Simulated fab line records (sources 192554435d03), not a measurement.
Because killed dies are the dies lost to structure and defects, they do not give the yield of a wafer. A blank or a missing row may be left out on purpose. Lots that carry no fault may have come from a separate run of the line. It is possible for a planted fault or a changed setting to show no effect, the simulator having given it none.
fab line records -- flow n5-finfet
[record] lots = 7, wafers = 21
route steps=1938 shown WELL_APT@21 FIN_SAQP@98 FIN_CUT@157 DUMMY_GATE@224 SD_EPI_N@288 SD_EPI_P@300 SDB@349 HKMG_FIN@386
start-h: the number of hours between the record's first day and the start of the first shown wafer of the lot -- wait-h: hours since the lot's step before -- " the same as in the row above -- L1.1+2: one row covering several wafers at once -- - no value, or no start was given -- * or withheld: withheld -- < > ~ a bound
route shown NAME@n: names a module that has steps shown in the file, with the first one's number in the route -- usual: mean/standard deviation taken from wafers without a fault -- same: alike in all rows -- chamber/n: place in a boat -- sites: per-site readings -- _std_site: the standard deviation of these -- _edge_site: inner sites' mean taken away from outer sites' mean -- radius-mm: for every site, how far away it sits from the centre of the wafer -- mask NAME#n: copy n -- behind: the most recent tool/chamber to have shaped the wafer -- hold: why the lot went on hold/how many hours it stayed there/how the hold came to an end -- device: the n, p or np transistor that did not switch -- end of line: tests run on the same wafers once the route is complete -- a step without rows: its recipe alone -- killed: count of dies lost to structure and defects at first sort (not the wafer's yield) -- map: dies across one wafer; x = killed, . = not, _ = none there
set.NAME: setting as actually run; set.NAME@STEP: the setting as run at that earlier step -- model.NAME: the simulator's own value behind a step, which no gauge read
lots run with intentionally changed settings; tables by step, rows by wafer
[[steps]]
[step N5_WELL_APT_COAT_02]
[recipe] spin-rpm = 1357, resist-thk-nm = 950
lot.wafer,tool,chamber,start-h,wait-h,set.spin-rpm,model.coat_of_WELL_APT_COAT_02.thk-nm
L074.1,litho-track-02,0,-,-,1357,945.5
L074.2,litho-track-02,0,-,-,1296,967.1
L074.5,litho-track-02,0,-,-,1296,966.2
L081.1,litho-track-02,0,-,-,1357,952.3
L081.5,litho-track-02,0,-,-,1357,952.7
L081.6,litho-track-02,0,-,-,1357,953.1
L089.3,litho-track-02,0,-,-,1357,949
L089.5,litho-track-02,0,-,-,1357,950
L089.6,litho-track-02,0,-,-,1357,947.2
L090.1,litho-track-01,0,-,-,1357,951.8
L090.2,litho-track-01,0,-,-,1250,990.1
L090.4,litho-track-01,0,-,-,1357,951.2
L091.2,litho-track-01,0,-,-,1357,948.9
L091.3,litho-track-01,0,-,-,1212,1004
L091.4,litho-track-01,0,-,-,1357,948.6
L093.1,litho-track-02,0,-,-,1357,952.6
L093.3,litho-track-02,0,-,-,1357,951.5
L093.4,litho-track-02,0,-,-,1431,927.6
L096.2,litho-track-04,0,-,-,1357,953.2
L096.3,litho-track-04,0,-,-,1432,927.3
L096.5,litho-track-04,0,-,-,1432,928
[step N5_WELL_APT_DESCUM_13]
[recipe] chemistry = O2, time-s = 7.9, source-power-w = 50, bias-power-w = 20, pressure-mtorr = 20, rf-frequency-hz = 2.712e+07, temp-c = 40, o2-flow-sccm = 225
lot.wafer,tool,chamber,start-h,wait-h,set.time-s,set.spin-rpm@WELL_APT_COAT_02,model.coat_of_WELL_APT_COAT_02.thk-nm
L074.1,rie-diel-01,3,13.66,0.0,7.9,1357,927.4
L074.2,rie-diel-01,0,13.66,0.0,7.9,1296,949
L074.5,rie-diel-01,1,13.66,0.0,7.9,1296,948.2
L081.1,rie-diel-02,0,55.96,0.0,7.9,1357,934.2
L081.5,rie-diel-02,3,55.96,0.0,7.9,1357,934.5
L081.6,rie-diel-02,0,55.96,0.0,7.9,1357,935
L089.3,rie-diel-02,1,104.02,0.3,9.151,1357,930.4
L089.5,rie-diel-02,0,104.02,0.3,9.151,1357,931.3
L089.6,rie-diel-02,1,104.02,0.3,9.151,1357,928.6
L090.1,rie-diel-05,0,109.76,0.1,6.587,1357,934.3
L090.2,rie-diel-05,2,109.76,0.1,6.587,1250,972.7
L090.4,rie-diel-05,3,109.76,0.1,7.9,1357,933.1
L091.2,rie-diel-05,1,116.49,0.6,7.9,1357,930.8
L091.3,rie-diel-05,3,116.49,0.6,7.9,1212,986
L091.4,rie-diel-05,2,116.49,0.6,7.9,1357,930.5
L093.1,rie-diel-02,3,127.90,0.0,7.271,1357,934.7
L093.3,rie-diel-02,1,127.90,0.0,7.271,1357,933.8
L093.4,rie-diel-02,0,127.90,0.0,7.9,1431,909.5
L096.2,rie-diel-01,0,146.61,0.6,7.9,1357,935.1
L096.3,rie-diel-01,1,146.61,0.6,7.9,1432,909.3
L096.5,rie-diel-01,2,146.61,0.6,8.478,1432,909.8
[step N5_FIN_SAQP_PECVD_47]
[recipe] material = a-Si, target-thk-a = 450, temp-c = 400, precursor = SiH4/He, pressure-torr = 3, rf-w = 100, time-s = 36.3
lot.wafer,tool,chamber,start-h,wait-h,set.time-s,model.a-Si_of_FIN_SAQP_PECVD_47.thk-nm
L074.1,pecvd-01,2,21.49,0.0,34.14,42.62
L074.2,pecvd-01,0,21.49,0.0,36.3,44.88
L074.5,pecvd-01,1,21.49,0.0,36.3,45.12
L081.1,pecvd-01,0,62.69,0.0,36.3,44.24
L081.5,pecvd-01,0,62.69,0.0,36.3,45.35
L081.6,pecvd-01,1,62.69,0.0,36.3,44.91
L089.3,pecvd-01,0,111.78,0.0,36.3,44.61
L089.5,pecvd-01,1,111.78,0.0,36.3,45.16
L089.6,pecvd-01,0,111.78,0.0,38.63,47.87
L090.1,pecvd-04,0,116.59,0.0,36.3,44.68
L090.2,pecvd-04,2,116.59,0.0,36.3,45.69
L090.4,pecvd-04,0,116.59,0.0,36.3,45.61
L091.2,pecvd-04,1,128.50,0.0,31.9,39.74
L091.3,pecvd-04,0,128.50,0.0,36.3,44.53
L091.4,pecvd-04,1,128.50,0.0,31.9,40.27
L093.1,pecvd-01,0,134.83,0.0,37.73,46.67
L093.3,pecvd-01,2,134.83,0.0,36.3,45.5
L093.4,pecvd-01,1,134.83,0.0,36.3,45.71
L096.2,pecvd-04,1,154.59,0.0,36.3,45.41
L096.3,pecvd-04,0,154.59,0.0,36.3,45.04
L096.5,pecvd-04,1,154.59,0.0,36.3,45.25
[step N5_FIN_SAQP_DEVELOP_15]
[recipe] develop-time-s = 30, developer = TMAH, resist = CAR-ArF, dev-temp-c = 23, rinse-liquid = diw, dry = air-spin
lot.wafer,tool,chamber,start-h,wait-h,set.develop-time-s
L074.1+2+5,litho-track-04,0,-,-,30
L081.1+5+6,litho-track-03,0,-,-,30
L089.3+5,litho-track-01,0,-,-,27.8
L089.6,litho-track-01,0,-,-,30
L090.1,litho-track-01,0,-,-,30
L090.2+4,litho-track-01,0,-,-,25.16
L091.2+3,litho-track-03,0,-,-,30
L091.4,litho-track-03,0,-,-,23.69
L093.1+4,litho-track-04,0,-,-,30
L093.3,litho-track-04,0,-,-,24.75
L096.2,litho-track-01,0,-,-,25.78
L096.3+5,litho-track-01,0,-,-,30
[step N5_FIN_SAQP_ETCH_57]
[recipe] chemistry = CH3F/O2, target = SiNx, mask-material = SiO2, target-depth-a = 325, time-s = 46.4, pressure-mtorr = 30, source-w = 395, bias-w = 73, Ar_flow_sccm = 150, CH3F_flow_sccm = 30, O2_flow_sccm = 20, ion-energy-ev = 120, ends = cleared
[step N5_FIN_SAQP_ETCH_65]
[recipe] chemistry = CF4, target = SiO2, target-depth-a = 40, ion-energy-ev = 350, time-s = 4.4, pressure-mtorr = 10, icp-w = 800, bias-w = 400, cf4-flow-sccm = 80
[step N5_FIN_SAQP_MANDREL_ETCH_58]
[recipe] chemistry = HBr/Cl2, target = a-Si, target-depth-a = 450, bt-time-s = 10, stop-on = SiNx, mask-material = SiO2, over-etch-frac = 0.8, time-s = 27, pressure-mtorr = 10, icp-w = 800, bias-w = 75, HBr_flow_sccm = 150, Cl2_flow_sccm = 80, ends = end-point
lot.wafer,tool,chamber,start-h,wait-h,set.time-s@FIN_SAQP_PECVD_47,model.etch.depth-nm
L074.1,rie-si-03,1,24.49,0.0,34.14,42.62
L074.2,rie-si-03,2,24.49,0.0,36.3,44.88
L074.5,rie-si-03,2,24.49,0.0,36.3,45.12
L081.1,rie-si-05,3,65.54,0.0,36.3,44.24
L081.5,rie-si-05,1,65.54,0.0,36.3,45.35
L081.6,rie-si-05,0,65.54,0.0,36.3,44.91
L089.3,rie-si-03,1,116.53,0.0,36.3,44.61
L089.5,rie-si-03,3,116.53,0.0,36.3,45.16
L089.6,rie-si-03,1,116.53,0.0,38.63,47.87
L090.1,rie-si-02,0,120.35,0.0,36.3,44.68
L090.2,rie-si-02,2,120.35,0.0,36.3,45.69
L090.4,rie-si-02,3,120.35,0.0,36.3,45.61
L091.2,rie-si-05,2,131.63,0.0,31.9,39.74
L091.3,rie-si-05,1,131.63,0.0,36.3,44.53
L091.4,rie-si-05,0,131.63,0.0,31.9,40.27
L093.1,rie-si-05,2,138.07,0.0,37.73,46.67
L093.3,rie-si-05,0,138.07,0.0,36.3,45.5
L093.4,rie-si-05,1,138.07,0.0,36.3,45.71
L096.2,rie-si-03,3,158.66,0.0,36.3,45.41
L096.3,rie-si-03,0,158.66,0.0,36.3,45.04
L096.5,rie-si-03,0,158.66,0.0,36.3,45.25
[step N5_FIN_CUT_COAT_02]
[recipe] resist = CAR-EUV, spin-rpm = 1500, resist-thk-nm = 30
lot.wafer,tool,chamber,start-h,wait-h,set.spin-rpm,model.CAR-EUV_of_FIN_CUT_COAT_02.thk-nm
L074.1+2+5,litho-track-05,0,-,-,1500,30
L081.1+5+6,litho-track-02,0,-,-,1500,30
L089.3+5,litho-track-02,0,-,-,1500,30
L089.6,litho-track-02,0,-,-,1500,30.2
L090.1+2+4,litho-track-05,0,-,-,1500,30
L091.2,litho-track-05,0,-,-,1500,30
L091.3,litho-track-05,0,-,-,1641,28.8
L091.4,litho-track-05,0,-,-,1641,28.6
L093.1+3,litho-track-02,0,-,-,1500,30
L093.4,litho-track-02,0,-,-,1617,28.8
L096.2+5,litho-track-01,0,-,-,1500,30
L096.3,litho-track-01,0,-,-,1614,29
[step N5_FIN_CUT_EBR_04]
[recipe] solvent = PGMEA, ebr-width-mm = 1.5
[step N5_FIN_CUT_SOFTBAKE_03]
[recipe] temp-c = 110, time-s = 60, resist = CAR-EUV
[step N5_FIN_CUT_DESCUM_13]
[recipe] chemistry = O2, time-s = 7, source-power-w = 50, bias-power-w = 20, pressure-mtorr = 20, rf-frequency-hz = 2.712e+07, temp-c = 40, resist = CAR-EUV, o2-flow-sccm = 225
lot.wafer,tool,chamber,start-h,wait-h,set.spin-rpm@FIN_CUT_COAT_02,model.CAR-EUV_of_FIN_CUT_COAT_02.thk-nm
L074.1+5,rie-diel-06,"2,0",27.20,0.0,1500,26.2
L074.2,rie-diel-06,3,27.20,0.0,1500,26
L081.1+5+6,rie-diel-03,"2,3,2",68.42,0.0,1500,26
L089.3+5+6,rie-diel-04,"0,2,1",118.95,0.0,1500,26.2
L090.1+4,rie-diel-04,1,122.86,0.1,1500,26.2
L090.2,rie-diel-04,0,122.86,0.1,1500,26
L091.2,rie-diel-06,2,134.53,0.0,1500,26.2
L091.3,rie-diel-06,3,134.53,0.0,1641,24.8
L091.4,rie-diel-06,0,134.53,0.0,1641,24.6
L093.1,rie-diel-04,0,140.50,0.0,1500,26
L093.3,rie-diel-04,1,140.50,0.0,1500,26.2
L093.4,rie-diel-04,2,140.50,0.0,1617,25
L096.2,rie-diel-06,3,162.72,0.1,1500,26.2
L096.3,rie-diel-06,1,162.72,0.1,1614,25
L096.5,rie-diel-06,0,162.72,0.1,1500,26
[step N5_DUMMY_GATE_COAT_28]
[recipe] resist = underlayer, temp-c = 205, time-s = 60, spin-rpm = 1500, resist-thk-nm = 10
lot.wafer,tool,chamber,start-h,wait-h,set.spin-rpm,model.underlayer_of_DUMMY_GATE_COAT_28.thk-nm
L074.1+2,litho-track-05,0,-,-,1500,10
L074.5,litho-track-05,0,-,-,1408,10.4
L081.1+5+6,litho-track-03,0,-,-,1500,10
L089.3,litho-track-04,0,-,-,1423,10.2
L089.5+6,litho-track-04,0,-,-,1500,10
L090.1+4,litho-track-03,0,-,-,1500,10
L090.2,litho-track-03,0,-,-,1596,9.6
L091.2,litho-track-03,0,-,-,1500,10
L091.3+4,litho-track-03,0,-,-,1613,9.6
L093.1+3+4,litho-track-03,0,-,-,1370,10.4
L096.2,litho-track-03,0,-,-,1389,10.4
L096.3+5,litho-track-03,0,-,-,1500,10
[step N5_SD_EPI_N_EPI_21]
[recipe] material = Si:P, dopant = P, temp-c = 680, pressure-torr = 255, time-s = 690
lot.wafer,tool,chamber,start-h,wait-h,set.epi-growth-time-s,model.Si-P_of_SD_EPI_N_EPI_21.thk-nm
L074.1,epi-rpcvd-02,0,49.91,0.1,690,58.8
L074.2,epi-rpcvd-02,0,49.91,0.1,690,58.6
L074.5,epi-rpcvd-02,0,49.91,0.1,654.2,56.6
L081.1,epi-rpcvd-02,0,92.92,0.1,690,59
L081.5,epi-rpcvd-02,0,94.04,1.1,690,59.2
L081.6,epi-rpcvd-02,0,94.04,1.1,690,60
L089.3,epi-rpcvd-03,0,141.96,0.7,690,58
L089.5,epi-rpcvd-03,0,141.96,0.7,658.8,57
L089.6,epi-rpcvd-03,0,141.96,0.7,690,59
L090.1+4,epi-rpcvd-01,0,149.13,0.3,690,58.4
L090.2,epi-rpcvd-01,0,149.13,0.3,720.3,60.6
L091.2,epi-rpcvd-03,0,157.97,0.4,690,58.8
L091.3,epi-rpcvd-03,0,157.97,0.4,690,60
L091.4,epi-rpcvd-03,0,157.97,0.4,690,59.6
L093.1,epi-rpcvd-01,0,168.15,0.2,619,54.8
L093.3,epi-rpcvd-01,0,168.15,0.2,690,58.6
L093.4,epi-rpcvd-01,0,168.15,0.2,690,59.8
L096.2+3,epi-rpcvd-03,0,189.43,0.4,690,59.2
L096.5,epi-rpcvd-03,0,189.43,0.4,690,59
[step N5_SD_EPI_P_EXPOSE_06]
[recipe] mask-id = SD_P_BLK, na = 1.35, source-shape = conventional, sigma-outer = 0.8, polarization = unpolarized, target-cd-nm = 240, dose-mj = 39.5
lot.wafer,tool,chamber,start-h,wait-h,mask,set.dose-mj
L074.1+5,arfi-scanner-01,0,52.92,-,SD_P_BLK#0,37.5
L074.2,arfi-scanner-01,0,52.92,-,SD_P_BLK#0,39.5
L081.1+5+6,arfi-scanner-01,0,95.44,-,SD_P_BLK#0,39.5
L089.3+5+6,arfi-scanner-03,0,144.42,-,SD_P_BLK#0,39.5
L090.1,arfi-scanner-01,0,153.17,-,SD_P_BLK#0,36.88
L090.2+4,arfi-scanner-01,0,153.17,-,SD_P_BLK#0,39.5
L091.2+4,arfi-scanner-01,0,161.04,-,SD_P_BLK#0,39.5
L091.3,arfi-scanner-01,0,161.04,-,SD_P_BLK#0,40.66
L093.1+4,arfi-scanner-01,0,172.06,-,SD_P_BLK#0,40.59
L093.3,arfi-scanner-01,0,172.06,-,SD_P_BLK#0,39.5
L096.2+3,arfi-scanner-03,0,192.16,-,SD_P_BLK#0,39.5
L096.5,arfi-scanner-03,0,192.16,-,SD_P_BLK#0,37.95
[step N5_SD_EPI_P_PEB_07]
[recipe] peb-temp-c = 110, peb-time-s = 60, resist = CAR-ArF-block
[step N5_SD_EPI_P_DEVELOP_08]
[recipe] develop-time-s = 30, developer = TMAH, resist = CAR-ArF-block, dev-temp-c = 23, rinse-liquid = diw, dry = air-spin
[step N5_SD_EPI_P_CD_MEAS_09]
[recipe] target-cd-nm = 240, landing-energy-ev = 500, detector = se-inlens
[usual] cd-nm = 239.8/0.93
lot.wafer,tool,chamber,start-h,wait-h,set.dose-mj@SD_EPI_P_EXPOSE_06,cd-nm
L074.1,cd-sem-02,0,53.04,-,37.5,234.3
L074.2,cd-sem-02,0,53.04,-,39.5,237.8
L074.5,cd-sem-02,0,53.04,-,37.5,235.9
L081.1,cd-sem-03,0,95.57,-,39.5,238.7
L081.5,cd-sem-03,0,95.57,-,39.5,239.6
L081.6,cd-sem-03,0,95.57,-,39.5,239.7
L089.3,cd-sem-03,0,144.54,-,39.5,240.3
L089.5,cd-sem-03,0,144.54,-,39.5,239.2
L089.6,cd-sem-03,0,144.54,-,39.5,240.0
L090.1,cd-sem-03,0,153.29,-,36.88,236.4
L090.2,cd-sem-03,0,153.29,-,39.5,239.1
L090.4,cd-sem-03,0,153.29,-,39.5,240.7
L091.2,cd-sem-01,0,161.16,-,39.5,241.2
L091.3,cd-sem-01,0,161.16,-,40.66,241.9
L091.4,cd-sem-01,0,161.16,-,39.5,240.9
L093.1,cd-sem-03,0,172.18,-,40.59,242.1
L093.3,cd-sem-03,0,172.18,-,39.5,240.2
L093.4,cd-sem-03,0,172.18,-,40.59,242.3
L096.2,cd-sem-03,0,192.28,-,39.5,240.6
L096.3,cd-sem-03,0,192.28,-,39.5,238.8
L096.5,cd-sem-03,0,192.28,-,37.95,237.9
[step N5_SD_EPI_P_DESCUM_14]
[recipe] chemistry = O2, time-s = 7.9, source-power-w = 50, bias-power-w = 20, pressure-mtorr = 20, rf-frequency-hz = 2.712e+07, temp-c = 40, resist = CAR-ArF-block, o2-flow-sccm = 225
lot.wafer,tool,chamber,start-h,wait-h,set.dose-mj@SD_EPI_P_EXPOSE_06,model.SD_EPI_P.cd-nm
L074.1,rie-diel-03,1,53.65,0.6,37.5,234.6
L074.2,rie-diel-03,3,53.65,0.6,39.5,238
L074.5,rie-diel-03,1,53.65,0.6,37.5,235.8
L081.1,rie-diel-06,0,96.04,0.4,39.5,238.4
L081.5,rie-diel-06,0,96.04,0.4,39.5,239.4
L081.6,rie-diel-06,3,96.04,0.4,39.5,239.6
L089.3,rie-diel-06,0,144.63,0.0,39.5,240.6
L089.5,rie-diel-06,1,144.63,0.0,39.5,239.2
L089.6,rie-diel-06,2,144.63,0.0,39.5,240
L090.1,rie-diel-06,3,153.52,0.2,36.88,236
L090.2,rie-diel-06,2,153.52,0.2,39.5,239.6
L090.4,rie-diel-06,0,153.52,0.2,39.5,240.6
L091.2,rie-diel-04,3,161.25,0.0,39.5,241
L091.3,rie-diel-04,2,161.25,0.0,40.66,242.4
L091.4,rie-diel-04,1,161.25,0.0,39.5,240.8
L093.1,rie-diel-04,2,172.27,0.0,40.59,242
L093.3,rie-diel-04,3,172.27,0.0,39.5,240
L093.4,rie-diel-04,1,172.27,0.0,40.59,242.6
L096.2,rie-diel-06,1,192.68,0.3,39.5,240.2
L096.3,rie-diel-06,3,192.68,0.3,39.5,238.8
L096.5,rie-diel-06,3,192.68,0.3,37.95,237.8
[step N5_SDB_COAT_04]
[recipe] resist = SiARC, temp-c = 220, time-s = 60, spin-rpm = 1500, resist-thk-nm = 18
lot.wafer,tool,chamber,start-h,wait-h,set.spin-rpm,model.SiARC_of_SDB_COAT_04.thk-nm
L074.1+2+5,litho-track-04,0,-,-,1500,18.2
L081.1+5+6,litho-track-03,0,-,-,1500,18
L089.3+5+6,litho-track-03,0,-,-,1500,18
L090.1+2,litho-track-03,0,-,-,1500,18
L090.4,litho-track-03,0,-,-,1357,19
L091.2+4,litho-track-04,0,-,-,1365,18.8
L091.3,litho-track-04,0,-,-,1500,18
L093.1+3,litho-track-03,0,-,-,1500,18
L093.4,litho-track-03,0,-,-,1357,19
L096.2,litho-track-01,0,-,-,1500,18
L096.3+5,litho-track-01,0,-,-,1653,17.2
[step N5_SDB_ETCH_17]
[recipe] chemistry = CF4, target = SiARC, target-depth-a = 234, mask-material = CAR-ArF, time-s = 39, ion-energy-ev = 80, pressure-mtorr = 40, source-w = 545, bias-w = 36, Ar_flow_sccm = 100, cf4-flow-sccm = 100, ends = cleared
lot.wafer,tool,chamber,start-h,wait-h,set.cf4-flow-sccm,set.spin-rpm@SDB_COAT_04,model.etch.depth-nm
L074.1,rie-diel-05,3,65.06,0.0,100,1500,18.15
L074.2,rie-diel-05,1,65.06,0.0,100,1500,18.13
L074.5,rie-diel-05,2,65.06,0.0,94.28,1500,18.16
L081.1,rie-diel-02,1,107.67,0.0,100,1500,18.04
L081.5,rie-diel-02,2,107.67,0.0,100,1500,18.01
L081.6,rie-diel-02,3,107.67,0.0,100,1500,18.02
L089.3,rie-diel-01,3,155.96,0.0,122.4,1500,17.98
L089.5,rie-diel-01,2,155.96,0.0,122.4,1500,17.99
L089.6,rie-diel-01,1,155.96,0.0,100,1500,17.99
L090.1,rie-diel-01,2,165.66,0.0,81.35,1500,17.94
L090.2,rie-diel-01,0,165.66,0.0,100,1500,17.92
L090.4,rie-diel-01,3,165.66,0.0,100,1357,18.92
L091.2+4,rie-diel-02,2,173.24,0.0,100,1365,18.83
L091.3,rie-diel-02,3,173.24,0.0,100,1500,18
L093.1,rie-diel-02,0,184.62,0.0,100,1500,18.06
L093.3,rie-diel-02,1,184.62,0.0,100,1500,18.05
L093.4,rie-diel-02,2,184.62,0.0,100,1357,18.97
L096.2,rie-diel-05,3,205.40,0.0,100,1500,18.06
L096.3,rie-diel-05,1,205.40,0.0,100,1653,17.2
L096.5,rie-diel-05,0,205.40,0.0,100,1653,17.24
[step N5_SDB_ETCH_18]
[recipe] chemistry = N2/H2, target = SOC, target-depth-a = 1000, overetch-a = 200, mask-material = SiARC, temp-c = 40, time-s = 150, ion-energy-ev = 200, pressure-mtorr = 30, source-w = 840, bias-w = 150, n2-flow-sccm = 200, h2-flow-sccm = 200
lot.wafer,tool,chamber,start-h,wait-h,set.spin-rpm@SDB_COAT_04,model.SiARC_of_SDB_COAT_04.thk-nm
L074.1,rie-diel-05,3,65.10,0.0,1500,12.8
L074.2,rie-diel-05,1,65.10,0.0,1500,12.6
L074.5,rie-diel-05,2,65.10,0.0,1500,13.2
L081.1,rie-diel-02,1,107.70,0.0,1500,13.2
L081.5,rie-diel-02,2,107.70,0.0,1500,13
L081.6,rie-diel-02,3,107.70,0.0,1500,12.4
L089.3+5,rie-diel-01,"3,2",156.00,0.0,1500,13
L089.6,rie-diel-01,1,156.00,0.0,1500,12.8
L090.1,rie-diel-01,2,165.69,0.0,1500,13
L090.2,rie-diel-01,0,165.69,0.0,1500,12.6
L090.4,rie-diel-01,3,165.69,0.0,1357,13.8
L091.2+4,rie-diel-02,2,173.30,0.0,1365,13.8
L091.3,rie-diel-02,3,173.30,0.0,1500,12.4
L093.1,rie-diel-02,0,184.66,0.0,1500,12.6
L093.3,rie-diel-02,1,184.66,0.0,1500,13.2
L093.4,rie-diel-02,2,184.66,0.0,1357,14
L096.2,rie-diel-05,3,205.43,0.0,1500,12.8
L096.3,rie-diel-05,1,205.43,0.0,1653,11.8
L096.5,rie-diel-05,0,205.43,0.0,1653,11.6
[step N5_HKMG_FIN_HK_ALD_01]
[recipe] material = HfO2, target-thk-a = 16, temp-c = withheld, ald-precursor-family = HfCl4, ald-co-reactant = H2O, pulse-time-s = 3, purge-time-s = 3, co-reactant-purge-time-s = 2.5, co-reactant-pulse-time-s = 0.3, ald-cycles = 30
lot.wafer,tool,chamber,start-h,wait-h,set.ald-cycles
L074.1+5,ald-hk-02,0,70.26,0.0,26
L074.2,ald-hk-02,2,70.26,0.0,30
L081.1+5+6,ald-hk-02,"0,2,1",112.57,0.0,30
L089.3+5+6,ald-hk-02,"2,0,1",161.57,0.0,30
L090.1+4,ald-hk-01,"1,0",171.53,0.0,28
L090.2,ald-hk-01,2,171.53,0.0,30
L091.2+3+4,ald-hk-01,"3,0,1",178.53,0.0,30
L093.1+3+4,ald-hk-03,"1,0,2",189.44,0.0,30
L096.2+5,ald-hk-02,"3,2",210.48,0.1,33
L096.3,ald-hk-02,2,210.48,0.1,30
[step N5_HKMG_FIN_DEVELOP_48]
[recipe] develop-time-s = 30, developer = TMAH, resist = CAR-ArF, rinse-liquid = diw, dry = air-spin, dev-temp-c = 23
lot.wafer,tool,chamber,start-h,wait-h,set.develop-time-s
L074.1+2+5,litho-track-01,0,-,-,30
L081.1+5+6,litho-track-01,0,-,-,30
L089.3+5,litho-track-01,0,-,-,30
L089.6,litho-track-01,0,-,-,36.04
L090.1+2,litho-track-02,0,-,-,30
L090.4,litho-track-02,0,-,-,35.79
L091.2,litho-track-02,0,-,-,30
L091.3+4,litho-track-02,0,-,-,32.41
L093.1+3,litho-track-05,0,-,-,35.83
L093.4,litho-track-05,0,-,-,30
L096.2+3+5,litho-track-05,0,-,-,24.67
[step N5_HKMG_FIN_WET_ETCH_82]
[recipe] chemistry = dHCl, mix = 1:10000, temp-c = 25, target = La2O3, stop-on = HfO2, target-depth-nm = 2, dry = ipa-marangoni, rinse-time-s = 30, rinse-temp-c = 23
[step N5_HKMG_FIN_ALD_36]
[recipe] material = TiN, target-thk-a = 10, temp-c = 400, ald-precursor-family = TiCl4, ald-co-reactant = NH3, pulse-time-s = 1, purge-time-s = 3, co-reactant-purge-time-s = 2, co-reactant-pulse-time-s = 2, ald-cycles = 47, pressure-torr = 3
[step N5_HKMG_FIN_THK_MEAS_70]
[recipe] thk-meas-gauge = xrf, reads = HfO2_of_HKMG_FIN_HK_ALD_01
[usual] HK_THK = 1.582/0.024
lot.wafer,tool,chamber,start-h,wait-h,set.ald-cycles@HKMG_FIN_HK_ALD_01,HK_THK[nm]
L074.1,film-metro-02,-,74.01,0.2,26,1.401
L074.2,film-metro-02,-,74.01,0.2,30,1.606
L074.5,film-metro-02,-,74.01,0.2,26,1.382
L081.1,film-metro-01,-,116.16,0.2,30,1.572
L081.5,film-metro-01,-,116.16,0.2,30,1.602
L081.6,film-metro-01,-,116.16,0.2,30,1.579
L089.3,film-metro-01,-,165.40,0.2,30,1.589
L089.5,film-metro-01,-,165.40,0.2,30,1.556
L089.6,film-metro-01,-,165.40,0.2,30,1.584
L090.1,film-metro-01,-,175.13,0.2,28,1.489
L090.2,film-metro-01,-,175.13,0.2,30,1.573
L090.4,film-metro-01,-,175.13,0.2,28,1.478
L091.2,film-metro-02,-,182.13,0.2,30,1.580
L091.3,film-metro-02,-,182.13,0.2,30,1.584
L091.4,film-metro-02,-,182.13,0.2,30,1.558
L093.1,film-metro-01,-,193.03,0.2,30,1.590
L093.3,film-metro-01,-,193.03,0.2,30,1.572
L093.4,film-metro-01,-,193.03,0.2,30,1.607
L096.2,film-metro-02,-,214.31,0.2,33,1.711
L096.3,film-metro-02,-,214.31,0.2,30,1.535
L096.5,film-metro-02,-,214.31,0.2,33,1.747
[[key]]
[split] step = N5_WELL_APT_COAT_02, setting = spin-rpm, stated = 1357, by = wafer
[response] step = N5_WELL_APT_COAT_02, reading = model.coat_of_WELL_APT_COAT_02.thk-nm, change = -4.93, per = 1%, r = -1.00
[response] step = N5_WELL_APT_DESCUM_13, reading = model.coat_of_WELL_APT_COAT_02.thk-nm, change = -4.95, per = 1%, r = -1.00
[split] step = N5_WELL_APT_DESCUM_13, setting = time-s, stated = 7.9, by = wafer
response none clear
[split] step = N5_FIN_SAQP_PECVD_47, setting = time-s, stated = 36.3, by = wafer
[response] step = N5_FIN_SAQP_PECVD_47, reading = model.a-Si_of_FIN_SAQP_PECVD_47.thk-nm, change = +0.386, per = 1%, r = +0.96
[response] step = N5_FIN_SAQP_MANDREL_ETCH_58, reading = model.etch.depth-nm, change = +0.386, per = 1%, r = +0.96
[split] step = N5_FIN_SAQP_DEVELOP_15, setting = develop-time-s, stated = 30, by = wafer
response none clear
[split] step = N5_FIN_CUT_COAT_02, setting = spin-rpm, stated = 1500, by = wafer
[response] step = N5_FIN_CUT_COAT_02, reading = model.CAR-EUV_of_FIN_CUT_COAT_02.thk-nm, change = -0.141, per = 1%, r = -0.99
[response] step = N5_FIN_CUT_DESCUM_13, reading = model.CAR-EUV_of_FIN_CUT_COAT_02.thk-nm, change = -0.15, per = 1%, r = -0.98
[split] step = N5_DUMMY_GATE_COAT_28, setting = spin-rpm, stated = 1500, by = wafer
[response] step = N5_DUMMY_GATE_COAT_28, reading = model.underlayer_of_DUMMY_GATE_COAT_28.thk-nm, change = -0.0555, per = 1%, r = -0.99
[split] step = N5_SD_EPI_N_EPI_21, setting = epi-growth-time-s, stated = 690, by = wafer
[response] step = N5_SD_EPI_N_EPI_21, reading = model.Si-P_of_SD_EPI_N_EPI_21.thk-nm, change = +0.421, per = 1%, r = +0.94
[split] step = N5_SD_EPI_P_EXPOSE_06, setting = dose-mj, stated = 39.5, by = wafer
[response] step = N5_SD_EPI_P_CD_MEAS_09, reading = cd-nm, change = +0.512, per = 1%, r = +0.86
[response] step = N5_SD_EPI_P_DESCUM_14, reading = model.SD_EPI_P.cd-nm, change = +0.581, per = 1%, r = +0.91
[split] step = N5_SDB_COAT_04, setting = spin-rpm, stated = 1500, by = wafer
[response] step = N5_SDB_COAT_04, reading = model.SiARC_of_SDB_COAT_04.thk-nm, change = -0.0939, per = 1%, r = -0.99
[response] step = N5_SDB_ETCH_17, reading = model.etch.depth-nm, change = -0.0934, per = 1%, r = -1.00
[response] step = N5_SDB_ETCH_18, reading = model.SiARC_of_SDB_COAT_04.thk-nm, change = -0.12, per = 1%, r = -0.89
[split] step = N5_SDB_ETCH_17, setting = cf4-flow-sccm, stated = 100, by = wafer
response none clear
[split] step = N5_HKMG_FIN_HK_ALD_01, setting = ald-cycles, stated = 30, by = wafer
[response] step = N5_HKMG_FIN_THK_MEAS_70, reading = HK_THK, change = +0.0167, per = 1%, r = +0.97
[split] step = N5_HKMG_FIN_DEVELOP_48, setting = develop-time-s, stated = 30, by = wafer
response none clear
